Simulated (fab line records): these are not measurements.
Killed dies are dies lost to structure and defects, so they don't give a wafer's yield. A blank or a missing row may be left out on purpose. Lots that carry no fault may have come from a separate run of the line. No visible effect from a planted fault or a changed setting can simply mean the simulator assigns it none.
Which tool was responsible? / flow n5-finfet / Sampling: 24 lots, 72 wafers, 6 of 1938 route steps

## WHAT THE GAUGES READ, wafer by wafer
N5_BEOL_M4_INSPECT_13: inspects for defects (brightfield). Usual: 409 for raw-defect-count, sd 100.
lot=L074; measured=day 7 14:20; on=defect-inspect-01; raw-defect-count=534 641 707; flag=
lot=L075; measured=day 7 16:05; on=defect-inspect-02; raw-defect-count=337 501 337; flag=
lot=L076; measured=day 8 06:41; on=defect-inspect-02; raw-defect-count=337 384 339; flag=
lot=L077; measured=day 8 15:14; on=defect-inspect-02; raw-defect-count=423 481 402; flag=
lot=L079; measured=day 8 15:04; on=defect-inspect-01; raw-defect-count=344 395 258; flag=
lot=L078; measured=day 8 21:36; on=defect-inspect-01; raw-defect-count=461 419 359; flag=
lot=L080; measured=day 9 02:28; on=defect-inspect-01; raw-defect-count=377 377 481; flag=
lot=L081; measured=day 9 10:05; on=defect-inspect-02; raw-defect-count=345 368 294; flag=
lot=L082; measured=day 9 20:25; on=defect-inspect-01; raw-defect-count=424 369 374; flag=
lot=L083; measured=day 10 10:42; on=defect-inspect-02; raw-defect-count=404 455 298; flag=
lot=L084; measured=day 10 15:19; on=defect-inspect-02; raw-defect-count=293 234 258; flag=
lot=L085; measured=day 10 20:02; on=defect-inspect-01; raw-defect-count=384 326 358; flag=
lot=L086; measured=day 10 20:13; on=defect-inspect-01; raw-defect-count=656 530 396; flag=
lot=L087; measured=day 10 22:55; on=defect-inspect-01; raw-defect-count=444 705 392; flag=
lot=L088; measured=day 11 04:02; on=defect-inspect-02; raw-defect-count=556 470 454; flag=
lot=L090; measured=day 11 15:24; on=defect-inspect-02; raw-defect-count=592 460 443; flag=
lot=L089; measured=day 11 15:36; on=defect-inspect-02; raw-defect-count=306 237 350; flag=
lot=L091; measured=day 12 05:16; on=defect-inspect-01; raw-defect-count=440 475 357; flag=
lot=L092; measured=day 12 06:24; on=defect-inspect-01; raw-defect-count=397 336 546; flag=
lot=L094; measured=day 12 14:58; on=defect-inspect-02; raw-defect-count=388 295 281; flag=
lot=L093; measured=day 12 15:29; on=defect-inspect-01; raw-defect-count=386 422 660; flag=
lot=L095; measured=day 13 06:16; on=defect-inspect-01; raw-defect-count=386 426 374; flag=
lot=L096; measured=day 13 08:37; on=defect-inspect-02; raw-defect-count=315 287 241; flag=
lot=L097; measured=day 13 17:02; on=defect-inspect-01; raw-defect-count=297 375 341; flag=

N5_BEOL_M4_INSPECT_30: inspects for defects (brightfield). Usual: 412 for raw-defect-count, sd 100.
lot=L074; measured=day 7 15:31; on=defect-inspect-01; raw-defect-count=522 667 674; flag=
lot=L075; measured=day 7 17:10; on=defect-inspect-01; raw-defect-count=364 570 368; flag=
lot=L076; measured=day 8 07:34; on=defect-inspect-01; raw-defect-count=343 404 341; flag=
lot=L077; measured=day 8 16:13; on=defect-inspect-01; raw-defect-count=461 495 408; flag=
lot=L079; measured=day 8 16:08; on=defect-inspect-02; raw-defect-count=331 369 243; flag=
lot=L078; measured=day 8 22:29; on=defect-inspect-02; raw-defect-count=451 398 334; flag=
lot=L080; measured=day 9 03:43; on=defect-inspect-01; raw-defect-count=403 390 461; flag=
lot=L081; measured=day 9 11:05; on=defect-inspect-01; raw-defect-count=368 371 311; flag=
lot=L082; measured=day 9 21:26; on=defect-inspect-01; raw-defect-count=412 371 369; flag=
lot=L083; measured=day 10 11:35; on=defect-inspect-02; raw-defect-count=426 455 287; flag=
lot=L084; measured=day 10 16:32; on=defect-inspect-02; raw-defect-count=275 231 251; flag=
lot=L085; measured=day 10 21:40; on=defect-inspect-01; raw-defect-count=423 295 341; flag=
lot=L086; measured=day 10 21:52; on=defect-inspect-01; raw-defect-count=643 496 409; flag=
lot=L087; measured=day 10 23:58; on=defect-inspect-01; raw-defect-count=439 687 390; flag=
lot=L088; measured=day 11 05:40; on=defect-inspect-02; raw-defect-count=532 489 432; flag=
lot=L090; measured=day 11 16:26; on=defect-inspect-01; raw-defect-count=633 495 479; flag=
lot=L089; measured=day 11 16:59; on=defect-inspect-02; raw-defect-count=297 247 363; flag=
lot=L091; measured=day 12 06:31; on=defect-inspect-01; raw-defect-count=455 491 347; flag=
lot=L092; measured=day 12 07:24; on=defect-inspect-02; raw-defect-count=384 311 482; flag=
lot=L094; measured=day 12 15:57; on=defect-inspect-01; raw-defect-count=421 315 300; flag=
lot=L093; measured=day 12 16:43; on=defect-inspect-01; raw-defect-count=403 447 665; flag=
lot=L095; measured=day 13 07:08; on=defect-inspect-02; raw-defect-count=364 411 346; flag=
lot=L096; measured=day 13 09:37; on=defect-inspect-01; raw-defect-count=344 309 266; flag=
lot=L097; measured=day 13 17:59; on=defect-inspect-02; raw-defect-count=305 338 304; flag=

## WHICH TOOL RAN EACH LOT (tool, then ch and the chambers of the sampled wafers, then the start)
lot=L074; N5_BEOL_M3_SPUTTER_79=pvd-sputter-02, day 7 09:05; N5_BEOL_M3_SPUTTER_86=pvd-sputter-02, day 7 09:31; N5_BEOL_M3_CO_CAP_55=cvd-co-01 ch 0,1,2, day 7 11:41; N5_BEOL_M4_ILD_DEP_00=pecvd-04 ch 0,2, day 7 11:56
lot=L075; N5_BEOL_M3_SPUTTER_79=pvd-sputter-02, day 7 11:44; N5_BEOL_M3_SPUTTER_86=pvd-sputter-02, day 7 12:11; N5_BEOL_M3_CO_CAP_55=cvd-co-02 ch 0,1, day 7 14:10; N5_BEOL_M4_ILD_DEP_00=pecvd-04 ch 0,2, day 7 14:25
lot=L076; N5_BEOL_M3_SPUTTER_79=pvd-sputter-03, day 8 02:43; N5_BEOL_M3_SPUTTER_86=pvd-sputter-03, day 8 03:10; N5_BEOL_M3_CO_CAP_55=cvd-co-02 ch 0,2, day 8 05:23; N5_BEOL_M4_ILD_DEP_00=pecvd-01 ch 0,1, day 8 05:38
lot=L077; N5_BEOL_M3_SPUTTER_79=pvd-sputter-02, day 8 07:45; N5_BEOL_M3_SPUTTER_86=pvd-sputter-02, day 8 08:11; N5_BEOL_M3_CO_CAP_55=cvd-co-02 ch 1,2, day 8 12:47; N5_BEOL_M4_ILD_DEP_00=pecvd-01 ch 1,2, day 8 13:02
lot=L079; N5_BEOL_M3_SPUTTER_79=pvd-sputter-03, day 8 10:04; N5_BEOL_M3_SPUTTER_86=pvd-sputter-03, day 8 10:30; N5_BEOL_M3_CO_CAP_55=cvd-co-01 ch 1,2, day 8 12:28; N5_BEOL_M4_ILD_DEP_00=pecvd-04 ch 0,2, day 8 12:43
lot=L078; N5_BEOL_M3_SPUTTER_79=pvd-sputter-03, day 8 17:39; N5_BEOL_M3_SPUTTER_86=pvd-sputter-03, day 8 18:05; N5_BEOL_M3_CO_CAP_55=cvd-co-01 ch 0,1,2, day 8 20:04; N5_BEOL_M4_ILD_DEP_00=pecvd-01 ch 1,2, day 8 20:19
lot=L080; N5_BEOL_M3_SPUTTER_79=pvd-sputter-01, day 8 21:31; N5_BEOL_M3_SPUTTER_86=pvd-sputter-01, day 8 21:58; N5_BEOL_M3_CO_CAP_55=cvd-co-02 ch 0,1, day 8 23:55; N5_BEOL_M4_ILD_DEP_00=pecvd-01 ch 0,1,2, day 9 00:10
lot=L081; N5_BEOL_M3_SPUTTER_79=pvd-sputter-03, day 9 06:24; N5_BEOL_M3_SPUTTER_86=pvd-sputter-03, day 9 06:50; N5_BEOL_M3_CO_CAP_55=cvd-co-02 ch 0,1,2, day 9 08:49; N5_BEOL_M4_ILD_DEP_00=pecvd-04 ch 0,1, day 9 09:04
lot=L082; N5_BEOL_M3_SPUTTER_79=pvd-sputter-03, day 9 15:59; N5_BEOL_M3_SPUTTER_86=pvd-sputter-03, day 9 16:25; N5_BEOL_M3_CO_CAP_55=cvd-co-02 ch 0,1,2, day 9 18:25; N5_BEOL_M4_ILD_DEP_00=pecvd-04 ch 0,1, day 9 18:40
lot=L083; N5_BEOL_M3_SPUTTER_79=pvd-sputter-01, day 10 06:08; N5_BEOL_M3_SPUTTER_86=pvd-sputter-01, day 10 06:35; N5_BEOL_M3_CO_CAP_55=cvd-co-02 ch 0,1,2, day 10 08:39; N5_BEOL_M4_ILD_DEP_00=pecvd-01 ch 0,1,2, day 10 08:52
lot=L084; N5_BEOL_M3_SPUTTER_79=pvd-sputter-01, day 10 11:39; N5_BEOL_M3_SPUTTER_86=pvd-sputter-01, day 10 12:05; N5_BEOL_M3_CO_CAP_55=cvd-co-02 ch 0,1,2, day 10 14:04; N5_BEOL_M4_ILD_DEP_00=pecvd-01 ch 1, day 10 14:20
lot=L085; N5_BEOL_M3_SPUTTER_79=pvd-sputter-03, day 10 15:31; N5_BEOL_M3_SPUTTER_86=pvd-sputter-03, day 10 15:57; N5_BEOL_M3_CO_CAP_55=cvd-co-02 ch 0,1,2, day 10 17:55; N5_BEOL_M4_ILD_DEP_00=pecvd-04 ch 1,2, day 10 18:10
lot=L086; N5_BEOL_M3_SPUTTER_79=pvd-sputter-01, day 10 15:39; N5_BEOL_M3_SPUTTER_86=pvd-sputter-01, day 10 16:05; N5_BEOL_M3_CO_CAP_55=cvd-co-02 ch 0,1,2, day 10 18:04; N5_BEOL_M4_ILD_DEP_00=pecvd-04 ch 0,1,2, day 10 18:18
lot=L087; N5_BEOL_M3_SPUTTER_79=pvd-sputter-01, day 10 19:11; N5_BEOL_M3_SPUTTER_86=pvd-sputter-01, day 10 19:38; N5_BEOL_M3_CO_CAP_55=cvd-co-01 ch 0,1, day 10 21:36; N5_BEOL_M4_ILD_DEP_00=pecvd-02 ch 0,1,2, day 10 21:50
lot=L088; N5_BEOL_M3_SPUTTER_79=pvd-sputter-03, day 10 22:38; N5_BEOL_M3_SPUTTER_86=pvd-sputter-03, day 10 23:04; N5_BEOL_M3_CO_CAP_55=cvd-co-01 ch 0,2, day 11 01:02; N5_BEOL_M4_ILD_DEP_00=pecvd-04 ch 1,2, day 11 01:17
lot=L090; N5_BEOL_M3_SPUTTER_79=pvd-sputter-02, day 11 10:40; N5_BEOL_M3_SPUTTER_86=pvd-sputter-02, day 11 11:07; N5_BEOL_M3_CO_CAP_55=cvd-co-02 ch 0,1,2, day 11 13:04; N5_BEOL_M4_ILD_DEP_00=pecvd-01 ch 0,1, day 11 13:19
lot=L089; N5_BEOL_M3_SPUTTER_79=pvd-sputter-01, day 11 10:40; N5_BEOL_M3_SPUTTER_86=pvd-sputter-01, day 11 11:07; N5_BEOL_M3_CO_CAP_55=cvd-co-01 ch 1,2, day 11 13:20; N5_BEOL_M4_ILD_DEP_00=pecvd-01 ch 0,1,2, day 11 13:37
lot=L091; N5_BEOL_M3_SPUTTER_79=pvd-sputter-03, day 11 23:02; N5_BEOL_M3_SPUTTER_86=pvd-sputter-03, day 11 23:28; N5_BEOL_M3_CO_CAP_55=cvd-co-02 ch 1,2, day 12 01:49; N5_BEOL_M4_ILD_DEP_00=pecvd-02 ch 0,1,2, day 12 02:04
lot=L092; N5_BEOL_M3_SPUTTER_79=pvd-sputter-02, day 12 02:11; N5_BEOL_M3_SPUTTER_86=pvd-sputter-02, day 12 02:38; N5_BEOL_M3_CO_CAP_55=cvd-co-01 ch 0,2, day 12 05:05; N5_BEOL_M4_ILD_DEP_00=pecvd-01 ch 0,2, day 12 05:21
lot=L094; N5_BEOL_M3_SPUTTER_79=pvd-sputter-01, day 12 08:22; N5_BEOL_M3_SPUTTER_86=pvd-sputter-01, day 12 08:48; N5_BEOL_M3_CO_CAP_55=cvd-co-02 ch 0,1,2, day 12 10:47; N5_BEOL_M4_ILD_DEP_00=pecvd-04 ch 0,1, day 12 11:02
lot=L093; N5_BEOL_M3_SPUTTER_79=pvd-sputter-02, day 12 10:41; N5_BEOL_M3_SPUTTER_86=pvd-sputter-02, day 12 11:08; N5_BEOL_M3_CO_CAP_55=cvd-co-02 ch 1,2, day 12 13:07; N5_BEOL_M4_ILD_DEP_00=pecvd-01 ch 0,2, day 12 13:22
lot=L095; N5_BEOL_M3_SPUTTER_79=pvd-sputter-02, day 13 02:38; N5_BEOL_M3_SPUTTER_86=pvd-sputter-02, day 13 03:05; N5_BEOL_M3_CO_CAP_55=cvd-co-02 ch 0,1,2, day 13 05:03; N5_BEOL_M4_ILD_DEP_00=pecvd-02 ch 1,2, day 13 05:17
lot=L096; N5_BEOL_M3_SPUTTER_79=pvd-sputter-01, day 13 03:20; N5_BEOL_M3_SPUTTER_86=pvd-sputter-01, day 13 03:46; N5_BEOL_M3_CO_CAP_55=cvd-co-02 ch 0,2, day 13 05:46; N5_BEOL_M4_ILD_DEP_00=pecvd-04 ch 0,1, day 13 06:01
lot=L097; N5_BEOL_M3_SPUTTER_79=pvd-sputter-02, day 13 13:03; N5_BEOL_M3_SPUTTER_86=pvd-sputter-02, day 13 13:29; N5_BEOL_M3_CO_CAP_55=cvd-co-02 ch 0,2, day 13 15:27; N5_BEOL_M4_ILD_DEP_00=pecvd-04 ch 0,1,2, day 13 15:43
- N5_BEOL_M3_SPUTTER_79: material Cu, target thk 4.5 nm, time 8.29 s.
- N5_BEOL_M3_SPUTTER_86: material Cu, target thk 4.5 nm, time 8.29 s.
- N5_BEOL_M3_CO_CAP_55: material Co, precursor CCTBA/H2, target thk 2 nm, time 102.1 s.
- N5_BEOL_M4_ILD_DEP_00: deposits SiOC from DEMS/O2, target thk 79 nm, time 15.3 s.

## AS READ BY THE TOOLS THEMSELVES (means over the sampled wafers that have a number; for cases with no such wafer, the mark the record gives instead)
N5_BEOL_M3_SPUTTER_79. Usual: 29.9 % for throttle-valve-pct, sd 0.82.
lot=L074; tool=pvd-sputter-02; throttle-valve-pct (%)=29.2; flag=
lot=L075; tool=pvd-sputter-02; throttle-valve-pct (%)=29.3; flag=
lot=L076; tool=pvd-sputter-03; throttle-valve-pct (%)=30.4; flag=
lot=L077; tool=pvd-sputter-02; throttle-valve-pct (%)=29.5; flag=
lot=L079; tool=pvd-sputter-03; throttle-valve-pct (%)=30.6; flag=
lot=L078; tool=pvd-sputter-03; throttle-valve-pct (%)=30.1; flag=
lot=L080; tool=pvd-sputter-01; throttle-valve-pct (%)=30.1; flag=
lot=L081; tool=pvd-sputter-03; throttle-valve-pct (%)=30.6; flag=
lot=L082; tool=pvd-sputter-03; throttle-valve-pct (%)=30.4; flag=
lot=L083; tool=pvd-sputter-01; throttle-valve-pct (%)=30.1; flag=
lot=L084; tool=pvd-sputter-01; throttle-valve-pct (%)=30.5; flag=
lot=L085; tool=pvd-sputter-03; throttle-valve-pct (%)=30.2; flag=
lot=L086; tool=pvd-sputter-01; throttle-valve-pct (%)=30.9; flag=
lot=L087; tool=pvd-sputter-01; throttle-valve-pct (%)=30.0; flag=
lot=L088; tool=pvd-sputter-03; throttle-valve-pct (%)=30.1; flag=
lot=L090; tool=pvd-sputter-02; throttle-valve-pct (%)=29.3; flag=
lot=L089; tool=pvd-sputter-01; throttle-valve-pct (%)=30.5; flag=
lot=L091; tool=pvd-sputter-03; throttle-valve-pct (%)=30.0; flag=
lot=L092; tool=pvd-sputter-02; throttle-valve-pct (%)=29.0; flag=
lot=L094; tool=pvd-sputter-01; throttle-valve-pct (%)=29.9; flag=
lot=L093; tool=pvd-sputter-02; throttle-valve-pct (%)=29.0; flag=
lot=L095; tool=pvd-sputter-02; throttle-valve-pct (%)=29.2; flag=
lot=L096; tool=pvd-sputter-01; throttle-valve-pct (%)=30.1; flag=
lot=L097; tool=pvd-sputter-02; throttle-valve-pct (%)=29.2; flag=

N5_BEOL_M3_SPUTTER_86. Usual: 29.9 % for throttle-valve-pct, sd 0.83.
lot=L074; tool=pvd-sputter-02; throttle-valve-pct (%)=29.2; flag=
lot=L075; tool=pvd-sputter-02; throttle-valve-pct (%)=29.3; flag=
lot=L076; tool=pvd-sputter-03; throttle-valve-pct (%)=30.5; flag=
lot=L077; tool=pvd-sputter-02; throttle-valve-pct (%)=29.4; flag=
lot=L079; tool=pvd-sputter-03; throttle-valve-pct (%)=30.2; flag=
lot=L078; tool=pvd-sputter-03; throttle-valve-pct (%)=30.1; flag=
lot=L080; tool=pvd-sputter-01; throttle-valve-pct (%)=30.0; flag=
lot=L081; tool=pvd-sputter-03; throttle-valve-pct (%)=30.4; flag=
lot=L082; tool=pvd-sputter-03; throttle-valve-pct (%)=30.3; flag=
lot=L083; tool=pvd-sputter-01; throttle-valve-pct (%)=30.2; flag=
lot=L084; tool=pvd-sputter-01; throttle-valve-pct (%)=30.4; flag=
lot=L085; tool=pvd-sputter-03; throttle-valve-pct (%)=30.1; flag=
lot=L086; tool=pvd-sputter-01; throttle-valve-pct (%)=30.7; flag=
lot=L087; tool=pvd-sputter-01; throttle-valve-pct (%)=30.2; flag=
lot=L088; tool=pvd-sputter-03; throttle-valve-pct (%)=29.9; flag=
lot=L090; tool=pvd-sputter-02; throttle-valve-pct (%)=29.1; flag=
lot=L089; tool=pvd-sputter-01; throttle-valve-pct (%)=30.3; flag=
lot=L091; tool=pvd-sputter-03; throttle-valve-pct (%)=30.0; flag=
lot=L092; tool=pvd-sputter-02; throttle-valve-pct (%)=29.0; flag=
lot=L094; tool=pvd-sputter-01; throttle-valve-pct (%)=30.0; flag=
lot=L093; tool=pvd-sputter-02; throttle-valve-pct (%)=29.0; flag=
lot=L095; tool=pvd-sputter-02; throttle-valve-pct (%)=29.2; flag=
lot=L096; tool=pvd-sputter-01; throttle-valve-pct (%)=30.0; flag=
lot=L097; tool=pvd-sputter-02; throttle-valve-pct (%)=29.1; flag=

N5_BEOL_M3_CO_CAP_55. Usual: chamber-pressure-Torr 30.00 Torr, standard deviation 0.075; heater-power-w 241 W, standard deviation 20.
lot=L074; tool=cvd-co-01; chamber-pressure-Torr (Torr)=29.98; heater-power-w (W)=247; flag=
lot=L075; tool=cvd-co-02; chamber-pressure-Torr (Torr)=29.91; heater-power-w (W)=220; flag=
lot=L076; tool=cvd-co-02; chamber-pressure-Torr (Torr)=29.91; heater-power-w (W)=243; flag=
lot=L077; tool=cvd-co-02; chamber-pressure-Torr (Torr)=29.99; heater-power-w (W)=253; flag=
lot=L079; tool=cvd-co-01; chamber-pressure-Torr (Torr)=30.01; heater-power-w (W)=235; flag=
lot=L078; tool=cvd-co-01; chamber-pressure-Torr (Torr)=30.02; heater-power-w (W)=247; flag=
lot=L080; tool=cvd-co-02; chamber-pressure-Torr (Torr)=30.00; heater-power-w (W)=224; flag=
lot=L081; tool=cvd-co-02; chamber-pressure-Torr (Torr)=30.14; heater-power-w (W)=238; flag=
lot=L082; tool=cvd-co-02; chamber-pressure-Torr (Torr)=29.99; heater-power-w (W)=239; flag=
lot=L083; tool=cvd-co-02; chamber-pressure-Torr (Torr)=29.94; heater-power-w (W)=240; flag=
lot=L084; tool=cvd-co-02; chamber-pressure-Torr (Torr)=29.95; heater-power-w (W)=235; flag=
lot=L085; tool=cvd-co-02; chamber-pressure-Torr (Torr)=30.11; heater-power-w (W)=242; flag=
lot=L086; tool=cvd-co-02; chamber-pressure-Torr (Torr)=30.03; heater-power-w (W)=242; flag=
lot=L087; tool=cvd-co-01; chamber-pressure-Torr (Torr)=29.97; heater-power-w (W)=257; flag=
lot=L088; tool=cvd-co-01; chamber-pressure-Torr (Torr)=29.99; heater-power-w (W)=253; flag=
lot=L090; tool=cvd-co-02; chamber-pressure-Torr (Torr)=30.02; heater-power-w (W)=240; flag=
lot=L089; tool=cvd-co-01; chamber-pressure-Torr (Torr)=30.04; heater-power-w (W)=234; flag=
lot=L091; tool=cvd-co-02; chamber-pressure-Torr (Torr)=29.99; heater-power-w (W)=253; flag=
lot=L092; tool=cvd-co-01; chamber-pressure-Torr (Torr)=30.01; heater-power-w (W)=254; flag=
lot=L094; tool=cvd-co-02; chamber-pressure-Torr (Torr)=29.99; heater-power-w (W)=241; flag=
lot=L093; tool=cvd-co-02; chamber-pressure-Torr (Torr)=29.98; heater-power-w (W)=254; flag=
lot=L095; tool=cvd-co-02; chamber-pressure-Torr (Torr)=29.93; heater-power-w (W)=238; flag=
lot=L096; tool=cvd-co-02; chamber-pressure-Torr (Torr)=30.02; heater-power-w (W)=246; flag=
lot=L097; tool=cvd-co-02; chamber-pressure-Torr (Torr)=29.92; heater-power-w (W)=223; flag=

N5_BEOL_M4_ILD_DEP_00. Usual: chamber-pressure-Torr 4.999 Torr, standard deviation 0.012; heater-power-w 521 W, standard deviation 94; rf-fwd-power-W 493.0 W, standard deviation 2.6; showerhead-plenum-p-Torr 5.697 Torr, standard deviation 0.013; throttle-valve-pct 11.6 %, standard deviation 0.72.
lot=L074; tool=pecvd-04; chamber-pressure-Torr (Torr)=4.998; heater-power-w (W)=565; rf-fwd-power-W (W)=491.2; showerhead-plenum-p-Torr (Torr)=5.706; throttle-valve-pct (%)=11.1; flag=
lot=L075; tool=pecvd-04; chamber-pressure-Torr (Torr)=4.991; heater-power-w (W)=573; rf-fwd-power-W (W)=491.4; showerhead-plenum-p-Torr (Torr)=5.698; throttle-valve-pct (%)=11.6; flag=
lot=L076; tool=pecvd-01; chamber-pressure-Torr (Torr)=5.003; heater-power-w (W)=467; rf-fwd-power-W (W)=495.8; showerhead-plenum-p-Torr (Torr)=5.700; throttle-valve-pct (%)=12.7; flag=
lot=L077; tool=pecvd-01; chamber-pressure-Torr (Torr)=5.013; heater-power-w (W)=399; rf-fwd-power-W (W)=494.6; showerhead-plenum-p-Torr (Torr)=5.706; throttle-valve-pct (%)=11.8; flag=
lot=L079; tool=pecvd-04; chamber-pressure-Torr (Torr)=4.997; heater-power-w (W)=562; rf-fwd-power-W (W)=493.1; showerhead-plenum-p-Torr (Torr)=5.713; throttle-valve-pct (%)=11.3; flag=
lot=L078; tool=pecvd-01; chamber-pressure-Torr (Torr)=5.003; heater-power-w (W)=429; rf-fwd-power-W (W)=494.7; showerhead-plenum-p-Torr (Torr)=5.698; throttle-valve-pct (%)=11.9; flag=
lot=L080; tool=pecvd-01; chamber-pressure-Torr (Torr)=4.988; heater-power-w (W)=435; rf-fwd-power-W (W)=492.6; showerhead-plenum-p-Torr (Torr)=5.708; throttle-valve-pct (%)=11.9; flag=
lot=L081; tool=pecvd-04; chamber-pressure-Torr (Torr)=4.988; heater-power-w (W)=652; rf-fwd-power-W (W)=490.5; showerhead-plenum-p-Torr (Torr)=5.694; throttle-valve-pct (%)=11.4; flag=
lot=L082; tool=pecvd-04; chamber-pressure-Torr (Torr)=4.998; heater-power-w (W)=659; rf-fwd-power-W (W)=491.6; showerhead-plenum-p-Torr (Torr)=5.691; throttle-valve-pct (%)=11.4; flag=
lot=L083; tool=pecvd-01; chamber-pressure-Torr (Torr)=5.010; heater-power-w (W)=415; rf-fwd-power-W (W)=492.3; showerhead-plenum-p-Torr (Torr)=5.698; throttle-valve-pct (%)=11.9; flag=
lot=L084; tool=pecvd-01; chamber-pressure-Torr (Torr)=5.002; heater-power-w (W)=417; rf-fwd-power-W (W)=497.9; showerhead-plenum-p-Torr (Torr)=5.695; throttle-valve-pct (%)=12.1; flag=
lot=L085; tool=pecvd-04; chamber-pressure-Torr (Torr)=4.989; heater-power-w (W)=650; rf-fwd-power-W (W)=491.7; showerhead-plenum-p-Torr (Torr)=5.688; throttle-valve-pct (%)=11.3; flag=
lot=L086; tool=pecvd-04; chamber-pressure-Torr (Torr)=4.995; heater-power-w (W)=616; rf-fwd-power-W (W)=491.6; showerhead-plenum-p-Torr (Torr)=5.695; throttle-valve-pct (%)=11.1; flag=
lot=L087; tool=pecvd-02; chamber-pressure-Torr (Torr)=4.995; heater-power-w (W)=494; rf-fwd-power-W (W)=493.6; showerhead-plenum-p-Torr (Torr)=5.685; throttle-valve-pct (%)=11.6; flag=
lot=L088; tool=pecvd-04; chamber-pressure-Torr (Torr)=4.998; heater-power-w (W)=600; rf-fwd-power-W (W)=494.3; showerhead-plenum-p-Torr (Torr)=5.686; throttle-valve-pct (%)=11.2; flag=
lot=L090; tool=pecvd-01; chamber-pressure-Torr (Torr)=5.000; heater-power-w (W)=429; rf-fwd-power-W (W)=495.0; showerhead-plenum-p-Torr (Torr)=5.693; throttle-valve-pct (%)=12.5; flag=
lot=L089; tool=pecvd-01; chamber-pressure-Torr (Torr)=4.993; heater-power-w (W)=458; rf-fwd-power-W (W)=495.0; showerhead-plenum-p-Torr (Torr)=5.689; throttle-valve-pct (%)=12.1; flag=
lot=L091; tool=pecvd-02; chamber-pressure-Torr (Torr)=4.996; heater-power-w (W)=484; rf-fwd-power-W (W)=493.4; showerhead-plenum-p-Torr (Torr)=5.698; throttle-valve-pct (%)=11.6; flag=
lot=L092; tool=pecvd-01; chamber-pressure-Torr (Torr)=4.984; heater-power-w (W)=466; rf-fwd-power-W (W)=493.6; showerhead-plenum-p-Torr (Torr)=5.701; throttle-valve-pct (%)=12.0; flag=
lot=L094; tool=pecvd-04; chamber-pressure-Torr (Torr)=5.007; heater-power-w (W)=573; rf-fwd-power-W (W)=488.1; showerhead-plenum-p-Torr (Torr)=5.701; throttle-valve-pct (%)=11.0; flag=
lot=L093; tool=pecvd-01; chamber-pressure-Torr (Torr)=5.009; heater-power-w (W)=472; rf-fwd-power-W (W)=493.9; showerhead-plenum-p-Torr (Torr)=5.704; throttle-valve-pct (%)=12.0; flag=
lot=L095; tool=pecvd-02; chamber-pressure-Torr (Torr)=5.013; heater-power-w (W)=444; rf-fwd-power-W (W)=494.1; showerhead-plenum-p-Torr (Torr)=5.693; throttle-valve-pct (%)=11.3; flag=
lot=L096; tool=pecvd-04; chamber-pressure-Torr (Torr)=5.003; heater-power-w (W)=615; rf-fwd-power-W (W)=490.6; showerhead-plenum-p-Torr (Torr)=5.695; throttle-valve-pct (%)=11.3; flag=
lot=L097; tool=pecvd-04; chamber-pressure-Torr (Torr)=4.996; heater-power-w (W)=573; rf-fwd-power-W (W)=491.2; showerhead-plenum-p-Torr (Torr)=5.685; throttle-valve-pct (%)=11.3; flag=

## THE ANSWER, worked out from the rows above alone
Rule: a lot counts as off when the mean over its wafers that have a number is more than 3 standard deviations away from the usual mean. A lot without any number at a reading at which 4 lots or more have one is off too. Any other lot the step has rows for is counted as sound. Order of review: gauges by route order, followed by the tools' own readings, for which a lot's mean as printed above is used. At the first step where some lot is off, the reading lying furthest off is the one used; lots without a number count as furthest.
Nothing can be told from this: no lot is off at any reading shown.

## WHAT THE SIMULATOR HAD INSERTED
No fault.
